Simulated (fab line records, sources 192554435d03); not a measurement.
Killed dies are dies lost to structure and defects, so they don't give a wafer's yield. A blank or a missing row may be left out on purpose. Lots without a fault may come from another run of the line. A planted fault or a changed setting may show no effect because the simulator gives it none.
fab line records | flow n5_finfet
record lots=4 wafers=12 last_day=17
route steps=1938 shown SDB@365 DUMMY_REMOVAL@377 HKMG_FIN@385 GATE_CUT@469 BEOL_M4@1111 PASSIVATION@1936
lots that met no fault: from a run of the same line without faults
start_h: hours from the record's first day to the start of the lot's first wafer shown | wait_h: hours since the lot's step before | " the same as in the row above | L1.1+2: a row that stands for several wafers | - no value, or no start given | * or withheld: withheld | < > ~ a bound
route shown NAME@n: a module of which the file shows steps, and the number in the route of the first | usual: mean/standard deviation of fault-free wafers | same: alike in all rows | chamber/n: place in a boat | sites: the reading at each site | _std_site: their standard deviation | _edge_site: outer sites' mean less inner sites' | radius_mm: how far each site lies from the wafer's centre | mask NAME#n: copy n | behind: the tool/chamber that last shaped the wafer | hold: why the lot was held/for how many hours/how that ended | device: the transistor (n, p or np) that didn't switch | end of line: the same wafers' tests at the end of the route | a step without rows: its recipe alone | killed: dies lost to structure and defects at the first sort, not the wafer's yield | map: a wafer's dies, x killed, . not, _ none there
set.NAME: the setting as run; set.NAME@STEP: as run at that earlier step | model.NAME: the simulator's own value behind a step, which no gauge read
lots at some steps of the route; a table a step, a row a wafer
services: from which hour (start_h, from the record's first day; less than 0 if before it) a tool's chamber was out of use, for how many hours, and why
## steps
# step N5_SDB_STRIP_22
# recipe chemistry=N2/H2 power_w=1000 temp_c=250 h2_frac=0.65 overash_fraction=0.3 pressure_mtorr=withheld n2_flow_sccm=1750 h2_flow_sccm=3250
# step N5_SDB_PRECLEAN_23
# recipe chemistry=dHF time_s=30 temp_c=25 dilution=withheld
# step N5_SDB_DUMMY_REMOVE_24
# recipe chemistry=TMAH temp_c=70 target=poly-Si stop_on=SiO2 target_depth_nm=142 conc_wt_pct=5 time_s=57 dry=ipa_marangoni rinse_time_s=30 rinse_temp_c=23
# step N5_SDB_ETCH_25
# recipe chemistry=C4F6/O2 target=SiO2 target_depth_a=100 time_s=3.3 ion_energy_ev=250 mask_material=SiNx pressure_mtorr=30 source_w=345 bias_w=185 Ar_flow_sccm=300 C4F6_flow_sccm=10 O2_flow_sccm=10
# step N5_SDB_CUT_ETCH_26
# recipe chemistry=HBr/Cl2/O2 target=Si target_depth_a=1296 bt_time_s=20 mask_material=SiNx time_s=51.8 ion_energy_ev=* bias_w=* pressure_mtorr=10 icp_w=800 HBr_flow_sccm=150 Cl2_flow_sccm=80 O2_flow_sccm=12
# step N5_SDB_PRECLEAN_38
# recipe chemistry=dHF time_s=10 dilution=750:1 temp_c=25
# step N5_SDB_PRECLEAN_39
# recipe chemistry=O3/DIW time_s=45 temp_c=22 o3_ppm=10
# step N5_SDB_SRD_28
# recipe dry=ipa_marangoni time_s=30 temp_c=23 rinse_liquid=diw
# step N5_SDB_ALD_29
# recipe material=SiNx target_thk_a=300 temp_c=400 ald_precursor_family=SiH2I2 ald_co_reactant=N2/H2-plasma pulse_time_s=1 ald_cycles=600 purge_time_s=2 co_reactant_purge_time_s=2 pressure_torr=2
# step N5_SDB_CMP_30
# recipe stop_on=poly-Si t_overpolish_s=1.54 post_cmp_clean=alkaline_brush down_force_psi=4.1491 platen_rpm=51.796 pad_velocity_m_s=1.0306 target_thk_nm=30
# step N5_DUMMY_REMOVAL_HM_STRIP_01
# recipe chemistry=CH3F/O2 material=SiNx target_depth_a=40 stop_on=poly-Si time_s=6.8 over_etch_frac=0.3 ion_energy_ev=60 power_w=410 bias_w=29 Ar_flow_sccm=150 CH3F_flow_sccm=30 O2_flow_sccm=20
# usual CH3F_flow_sccm=30.00/0.084 O2_flow_sccm=20.01/0.062 drypump_motor_current_A=5.6/0.47 oes_product_au=0.63/0.063 rf_vpp_V=127.4/0.88 showerhead_plenum_p_Torr=2.00/0.064 throttle_valve_pct=16.38/0.22 time_s=6.8/0
# columns lot.wafer tool chamber start_h wait_h CH3F_flow_sccm O2_flow_sccm drypump_motor_current_A oes_product_au rf_hours_counter_h rf_vpp_V showerhead_plenum_p_Torr throttle_valve_pct time_s model.SiNx_of_SDB_ALD_29.thk_nm
L932.1 rie_diel-06 0 117.27 0.0 29.97 20.04 5.5 0.63 130 127.4 1.93 16.52 6.8 29.4
L932.4 " 1 " " 30.04 19.93 5.3 0.73 42 127.5 2.04 16.31 6.8 29.2
L932.5 " 3 " " 29.87 19.93 6.7 0.74 - 126.6 2.05 16.06 6.8 29.2
L942.2 rie_diel-06 3 176.05 0.0 - - - - - - - - - 30
L942.4 " 2 " " - - - - - - - - - 30
L942.5 " 1 " " - - - - - - - - - 30
L943.2 rie_diel-06 3 183.09 0.0 - - - - - - - - - 30
L943.3 " 1 " " - - - - - - - - - 30
L943.5 " 2 " " - - - - - - - - - 30
L947.1 rie_diel-05 1 209.84 0.0 30.02 20.01 5.6 0.78 1 127.9 2.14 16.30 6.8 29.2
L947.2 " 2 " " 30.03 19.93 6.0 0.55 248 127.9 1.97 16.66 6.8 29.4
L947.5 " 0 " " 29.98 20.04 5.3 0.62 - 127.7 2.00 16.18 6.8 29.2
# step N5_DUMMY_REMOVAL_STRIP_10
# recipe chemistry=N2/H2 time_s=40 power_w=100 temp_c=40 pressure_mtorr=100 rf_frequency_hz=6e+07 bias_power_w=3 n2_flow_sccm=300 h2_flow_sccm=300
# step N5_DUMMY_REMOVAL_PRECLEAN_07
# recipe chemistry=dHF time_s=30 temp_c=25 dilution=withheld
# step N5_DUMMY_REMOVAL_DUMMY_REMOVE_02
# recipe chemistry=TMAH temp_c=70 target=poly-Si stop_on=SiO2 target_depth_nm=142 conc_wt_pct=5 time_s=57 dry=ipa_marangoni rinse_time_s=30 rinse_temp_c=23
# step N5_DUMMY_REMOVAL_INSPECT_06
# recipe inspect_instrument=brightfield mode=aei
# usual raw_defect_count=11/5.1
# columns lot.wafer tool chamber start_h wait_h raw_defect_count
L932.1 defect_inspect-02 - 117.47 0.0 6
L932.4 " - " " 14
L932.5 " - " " 10
L942.2 defect_inspect-01 - 176.25 0.0 135
L942.4 " - " " 113
L942.5 " - " " 139
L943.2 defect_inspect-02 - 183.29 0.0 161
L943.3 " - " " 128
L943.5 " - " " 145
L947.1 defect_inspect-01 - 210.04 0.0 4
L947.2 " - " " 15
L947.5 " - " " 8
# step N5_DUMMY_REMOVAL_PRECLEAN_08
# recipe chemistry=NF3:NH3 afs_cycles=2 temp_c=30 time_s=20 sublimation_temp_c=180 sublimation_time_s=60 pressure_torr=3 rf_power_w=30
# step N5_DUMMY_REMOVAL_PRECLEAN_04
# recipe chemistry=DHF time_s=37 temp_c=25 dilution=500:1
# step N5_DUMMY_REMOVAL_SRD_05
# recipe dry=ipa_marangoni do_ppb=5 time_s=30 temp_c=23 rinse_liquid=diw
# step N5_HKMG_FIN_IL_REGROW_00
# recipe material=SiO2 target_thk_a=7.5 chemistry=O3 temp_c=withheld time_s=30
# step N5_HKMG_FIN_HK_ALD_01
# recipe material=HfO2 target_thk_a=16 temp_c=withheld ald_precursor_family=HfCl4 ald_co_reactant=H2O pulse_time_s=3 purge_time_s=3 co_reactant_purge_time_s=2.5 co_reactant_pulse_time_s=0.3 ald_cycles=30
# step N5_HKMG_FIN_HK_ANNEAL_02
# recipe temp_c=700 time_s=30 ambient=N2 idle_temp_c=600 ramp_up_c_per_s=150 ramp_down_c_per_s=60 cool_to_c=600
# step N5_HKMG_FIN_ALD_74
# recipe material=La2O3 target_thk_a=5 temp_c=250 ald_precursor_family=La-Cp ald_co_reactant=O3 pulse_time_s=6 co_reactant_pulse_time_s=1 purge_time_s=3 co_reactant_purge_time_s=3
# step N5_HKMG_FIN_ALD_75
# recipe material=Al2O3 target_thk_a=10 temp_c=150 ald_precursor_family=TMA ald_co_reactant=H2O pulse_time_s=withheld co_reactant_pulse_time_s=1
# step N5_HKMG_FIN_COAT_41
# recipe resist=SOC temp_c=250 time_s=60 spin_rpm=1500 resist_thk_nm=300
# step N5_HKMG_FIN_COAT_42
# recipe resist=SiARC temp_c=220 time_s=60 spin_rpm=1500 resist_thk_nm=35
# step N5_HKMG_FIN_COAT_43
# recipe resist=CAR-ArF spin_rpm=1500 resist_thk_nm=90
# step N5_HKMG_FIN_EBR_45
# recipe solvent=PGMEA ebr_width_mm=1.5
# step N5_HKMG_FIN_SOFTBAKE_44
# recipe temp_c=110 time_s=60 resist=CAR-ArF
# step N5_HKMG_FIN_EXPOSE_46
# recipe mask_id=NDIPOLE na=1.35 source_shape=conventional sigma_outer=0.8 polarization=unpolarized dose_mj=40
# step N5_HKMG_FIN_PEB_47
# recipe peb_temp_c=withheld peb_time_s=60 resist=CAR-ArF
# step N5_HKMG_FIN_DEVELOP_48
# recipe develop_time_s=30 developer=TMAH resist=CAR-ArF rinse_liquid=diw dry=air_spin dev_temp_c=23
# step N5_HKMG_FIN_DESCUM_53
# recipe chemistry=O2 time_s=7.9 source_power_w=50 bias_power_w=20 pressure_mtorr=20 rf_frequency_hz=2.712e+07 temp_c=40 resist=CAR-ArF o2_flow_sccm=225
# step N5_HKMG_FIN_ETCH_54
# recipe chemistry=CF4 target=SiARC target_depth_a=455 mask_material=CAR-ArF time_s=75.8 ion_energy_ev=80 pressure_mtorr=40 source_w=545 bias_w=36 Ar_flow_sccm=100 cf4_flow_sccm=100 ends=cleared
# step N5_HKMG_FIN_ETCH_55
# recipe chemistry=N2/H2 target=SOC target_depth_a=2400 temp_c=40 time_s=300 ion_energy_ev=200 mask_material=SiARC pressure_mtorr=30 source_w=840 bias_w=150 n2_flow_sccm=200 h2_flow_sccm=200
# step N5_HKMG_FIN_STRIP_56
# recipe chemistry=N2/H2 temp_c=40 n2_flow_sccm=200 h2_flow_sccm=200 rf_frequency_hz=6e+07
# step N5_HKMG_FIN_STRIP_57
# recipe chemistry=CF4 resist=SiARC power_w=300 bias_power_w=75 pressure_mtorr=50 cf4_flow_sccm=150 rf_frequency_hz=6e+07
# step N5_HKMG_FIN_ETCH_58
# recipe chemistry=N2/H2 target=SOC target_depth_a=2158 ion_energy_ev=50 bias_w=13 time_s=741 pressure_mtorr=30 source_w=875 n2_flow_sccm=200 h2_flow_sccm=200
# step N5_GATE_CUT_ETCH_58
# recipe chemistry=CH3F/O2 target=SiNx target_depth_a=170 time_s=128.6 ion_energy_ev=50 pressure_mtorr=30 source_w=415 bias_w=21 Ar_flow_sccm=150 CH3F_flow_sccm=30 O2_flow_sccm=20
# usual drypump_motor_current_A=5.4/0.45 oes_product_au=0.78/0.078 rf_vpp_V=99.0/0.97 showerhead_plenum_p_Torr=2.01/0.059 throttle_valve_pct=16.33/0.21
# same time_s=128.6
# columns lot.wafer tool chamber start_h wait_h drypump_motor_current_A oes_product_au rf_hours_counter_h rf_vpp_V showerhead_plenum_p_Torr throttle_valve_pct model.SiNx_of_SDB_ALD_29.thk_nm
L932.1 rie_diel-05 1 127.18 0.1 5.6 0.71 234 97.7 1.89 16.71 24.6
L932.4 " 2 " " 6.0 0.70 221 98.7 1.98 16.61 24.4
L932.5 " 1 " " 5.6 0.70 - 98.2 1.89 16.71 24.4
L942.2 rie_diel-05 1 185.82 0.0 5.6 0.70 249 97.1 1.89 16.74 25
L942.4 " 0 " " 5.3 0.77 158 99.1 2.01 16.16 25
L942.5 " 0 " " 5.3 0.76 - 98.3 2.01 16.18 25.2
L943.2 rie_diel-03 0 192.84 0.2 5.3 0.70 196 101.5 2.06 16.34 25.2
L943.3 " 1 " " 5.1 0.69 206 98.2 2.07 16.40 25.2
L943.5 " 0 " " 5.3 0.70 - 99.6 2.06 16.34 25
L947.1 rie_diel-06 2 220.10 0.2 5.7 0.74 151 100.0 1.92 16.68 24.6
L947.2 " 3 " " 6.8 0.87 50 98.0 2.04 16.13 24.4
L947.5 " 2 " " 5.7 0.73 - 97.9 1.92 16.66 24.4
# step N5_BEOL_M4_RC_MEAS_101
# usual DIBL_N=36.4/1.5 DIBL_P=36.4/1.6 IOFF_N=0.164/0.025 IOFF_P=0.214/0.028 ION_N=675/9.9 ION_P=463/6.5 SS_N=71.5/0.5 SS_P=73.3/0.56 VT_N=249.2/2.7 VT_P=-250.1/2.8
# columns lot.wafer tool chamber start_h wait_h DIBL_N[mV/V] DIBL_P[mV/V] IOFF_N[nA/um] IOFF_P[nA/um] ION_N[uA/um] ION_P[uA/um] SS_N[mV/dec] SS_P[mV/dec] VT_N[mV] VT_P[mV]
L932.1 prober-01 0 213.64 0.0 35.2 37.3 0.144 0.237 664 468 71.5 73.5 250.2 -246.9
L932.4 " 0 " " 36.0 38.1 0.162 0.242 670 468 71.5 73.6 249.0 -245.3
L932.5 " 0 " " 34.1 35.8 0.127 0.208 657 460 71.7 73.1 253.1 -248.0
L943.2 prober-02 0 274.23 0.2 35.8 36.4 0.156 0.207 673 456 72.1 73.3 252.6 -249.4
L943.3 " 0 " " 33.8 34.4 0.123 0.179 664 460 70.4 72.7 252.2 -252.7
L943.5 " 0 " " 34.7 36.1 0.145 0.202 680 464 71.0 73.3 249.8 -248.2
L942.2 prober-02 0 276.93 0.2 37.1 37.2 0.163 0.237 665 459 72.0 73.6 247.4 -248.3
L942.4 " 0 " " 35.5 34.9 0.144 0.205 674 461 71.7 73.4 250.9 -248.5
L942.5 " 0 " " 38.8 38.8 0.211 0.275 687 469 71.7 74.8 244.4 -245.7
L947.1 prober-02 0 303.08 0.0 37.1 35.9 0.165 0.203 675 460 71.3 73.4 249.8 -249.2
L947.2 " 0 " " 38.6 37.3 0.201 0.237 685 466 71.6 74.3 247.9 -247.4
L947.5 " 0 " " 36.7 35.5 0.166 0.198 673 454 71.4 73.5 246.7 -250.3
# step N5_PASSIVATION_PROBE_49
# usual defect_limited_yield=91.1/1.4 killed_at_M0_to_M3=35/8.7 killed_at_M4_up=14/5.3 killed_at_contacts=12/6.2 killed_at_front_end=41/12 killed_at_other=3.4/2.6 killed_dies=105/16 killed_open=67/13 killed_short=36/7.3 sort_bin_5_function=5.2/0.96 sort_bin_6_memory=3.3/0.6 sort_n_pass=1075/16 sort_yield_pct=91.1/1.4
# same gross_dies=1180 killed_at_back_side=0 sort_bin_4_leakage[%]=0 sort_bin_8_speed[%]=0
# columns lot.wafer tool chamber start_h wait_h defect_limited_yield[%] killed_at_M0_to_M3 killed_at_M4_up killed_at_contacts killed_at_front_end killed_at_other killed_dies killed_open killed_short sort_bin_5_function[%] sort_bin_6_memory[%] sort_n_pass sort_yield_pct[%]
L942.5 prober-02 - 385.68 0.2 92.2 22 13 8 41 8 92 50 41 4.2 2.9 1088 92.2
L943.2 prober-02 - 386.13 0.1 91.9 26 8 15 43 4 96 64 31 5.0 2.9 1084 91.9
# killed by level:class
L942.5 FIN_SAQP:geometric_particle:short=16 STI_FIN_REVEAL:geometric_particle:open=9 BEOL_M0_SAQP:geometric_particle:open=8 MOL_CONTACT_COAG:geometric_particle:open=6 BEOL_M0_SAQP:geometric_particle:short=6 FIN_SAQP:geometric_particle:open=5 BEOL_M5:geometric_particle:open=5 STARTING-WAFER:geometric_particle:short=4
L943.2 MOL_CONTACT_COAG:geometric_particle:open=10 FIN_SAQP:geometric_particle:open=10 FIN_SAQP:geometric_particle:short=9 STI_FIN_REVEAL:geometric_particle:open=7 BEOL_M0_SAQP:geometric_particle:open=6 BEOL_M1:geometric_particle:open=6 MOL_CONTACT_COAG:geometric_particle:short=5 GATE_CUT:geometric_particle:short=4
## services
# columns tool chamber start_h hours kind
rie_diel-03 - 95.11 2.8 pm
rie_diel-06 3 158.92 1.5 repair
rie_diel-03 2 161.17 - clean
rie_diel-03 2 161.17 - consumable_replace:focus_ring
rie_diel-03 2 161.17 17.2 scheduled_down
rie_diel-03 2 161.17 17.2 vent_cycle
rie_diel-05 1 189.36 - clean
rie_diel-05 1 189.36 - consumable_replace:focus_ring
rie_diel-05 1 189.36 - consumable_replace:showerhead
rie_diel-05 1 189.36 17.0 scheduled_down
rie_diel-05 1 189.36 17.0 vent_cycle
rie_diel-03 2 208.36 12.5 repair
rie_diel-03 3 217.87 22.0 repair
rie_diel-05 2 219.60 - clean
rie_diel-05 2 219.60 - consumable_replace:focus_ring
rie_diel-05 2 219.60 16.4 scheduled_down
rie_diel-05 2 219.60 16.4 vent_cycle
## key
first_sign step=N5_DUMMY_REMOVAL_HM_STRIP_01 reading=tool_record direction=missing
effect step=N5_DUMMY_REMOVAL_INSPECT_06 reading=raw_defect_count direction=up sigmas=25 usual=11 struck=137
model_effect step=N5_DUMMY_REMOVAL_HM_STRIP_01 value=SiNx_of_SDB_ALD_29.thk_nm without=29.4 struck=30
model_effect step=N5_GATE_CUT_ETCH_58 value=SiNx_of_SDB_ALD_29.thk_nm without=24.57 struck=25.1
met_at N5_DUMMY_REMOVAL_HM_STRIP_01
struck_wafers L942.2,L942.4,L942.5,L943.2,L943.3,L943.5
onset_between 117.27 176.05
fault kind=skipped_step_whole tool=rie_diel-06 chamber=- onset_h=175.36 steps=N5_DUMMY_REMOVAL_HM_STRIP_01 scope=struck_lots_only
